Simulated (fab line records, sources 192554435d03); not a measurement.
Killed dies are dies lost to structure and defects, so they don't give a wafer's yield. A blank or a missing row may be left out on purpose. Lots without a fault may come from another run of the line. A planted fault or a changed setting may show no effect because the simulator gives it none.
Split-lot experiment | flow n5_finfet | 7 lots, 21 wafers read, on a route of 1938 steps

THE SPLIT
At N5_BEOL_M10_ETCH_41 (etches SiCN in CH3F/O2, target depth 42.6 nm, time 86 s), the setting source_w was moved away from the recipe's 395 W on 7 of the 21 wafers read, by -13.5% to +16.8%. The other wafers ran this setting at the recipe's value.

The reading is taken at the split's own step.

THE READING
rf_vpp_V, in V, at N5_BEOL_M10_ETCH_41 (etches SiCN in CH3F/O2, target depth 42.6 nm, time 86 s). Fault-free wafers of this fab line usually give 297.4 V, standard deviation 1.7 V.

wafer  | tool, chamber at the split | source_w as run, W | against the recipe | rf_vpp_V, V | against lot-mates on the recipe
L077.3 | rie_diel-02, 1             | 341.5              | -13.5%             | 309.2       | no lot-mate on the recipe
L077.5 | rie_diel-02, 0             | 341.5              | -13.5%             | 311.3       | no lot-mate on the recipe
L077.6 | rie_diel-02, 1             | 341.5              | -13.5%             | 309.6       | no lot-mate on the recipe
L079.1 | rie_diel-01, 1             | 395                | recipe             | 299.0       | -
L079.2 | rie_diel-01, 2             | 395                | recipe             | 300.0       | -
L079.4 | rie_diel-01, 3             | 395                | recipe             | 297.8       | -
L084.2 | rie_diel-05, 3             | 395                | recipe             | 298.0       | -
L084.4 | rie_diel-05, 2             | 395                | recipe             | 296.4       | -
L084.6 | rie_diel-05, 2             | 395                | recipe             | 296.3       | -
L087.1 | rie_diel-02, 0             | 395                | recipe             | 295.6       | -
L087.4 | rie_diel-02, 1             | 395                | recipe             | 296.1       | -
L087.6 | rie_diel-02, 1             | 395                | recipe             | 296.8       | -
L089.1 | rie_diel-05, 2             | 395                | recipe             | 295.4       | -
L089.4 | rie_diel-05, 3             | 395                | recipe             | 298.3       | -
L089.5 | rie_diel-05, 2             | 395                | recipe             | 298.0       | -
L091.3 | rie_diel-01, 0             | 461.2              | +16.8%             | 284.0       | -16.6
L091.4 | rie_diel-01, 1             | 461.2              | +16.8%             | 282.6       | -18.0
L091.6 | rie_diel-01, 0             | 395                | recipe             | 300.6       | -
L097.2 | rie_diel-02, 1             | 359.4              | -9.0%              | 305.4       | +5.3
L097.4 | rie_diel-02, 2             | 395                | recipe             | 300.1       | -
L097.6 | rie_diel-02, 0             | 359.4              | -9.0%              | 307.8       | +7.7

THE FIT
A straight line over all 21 wafers: rf_vpp_V changes by -0.894 V for each +1% of source_w; r = -0.98; the points scatter about the line by 1.6 V.
The same after taking each lot's own level away (the mean of its wafers on the recipe; 18 wafers): -0.954 V for each +1%; r = -0.98; scatter 1.2 V.
On that fit, the largest move of source_w shifts the reading by 16 V.
The lots' own levels span 296.17 to 300.60 V, that is 2.6 times the standard deviation above.
So the lot-to-lot level changes the slope little: the two slopes agree.
Check: with one of the wafers moved furthest among these (+16.8%) left out of the fit, the line predicts -16.2 V for it against its lot-mates. It came out at -16.6 V against them.
Tool readings at the split's step, against how far the setting was moved: rf_vpp_V r = -0.98.

OTHER SPLITS ON THESE WAFERS
These wafers also went through other splits before the reading. Each is held against what the fit with the lots' levels taken away leaves over:
other split on the same wafers  | wafers away from the commonest value | r with rf_vpp_V (lot level and that fit taken away)
N5_BEOL_M6_ETCH_66 bias_w       | 8                                    | +0.26
N5_BEOL_M6_VIA_ETCH_34 time_s   | 7                                    | -0.06
N5_BEOL_M7_EXPOSE_25 dose_mj    | 11                                   | -0.25
N5_BEOL_M7_VIA_ETCH_34 source_w | 10                                   | -0.29
N5_BEOL_M8_DESCUM_16 time_s     | 6                                    | -0.05
N5_BEOL_M8_COAT_22 spin_rpm     | 3                                    | +0.04

THE FILE'S OWN FIT
rf_vpp_V changes by -0.96 V for each +1% of source_w, r = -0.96.
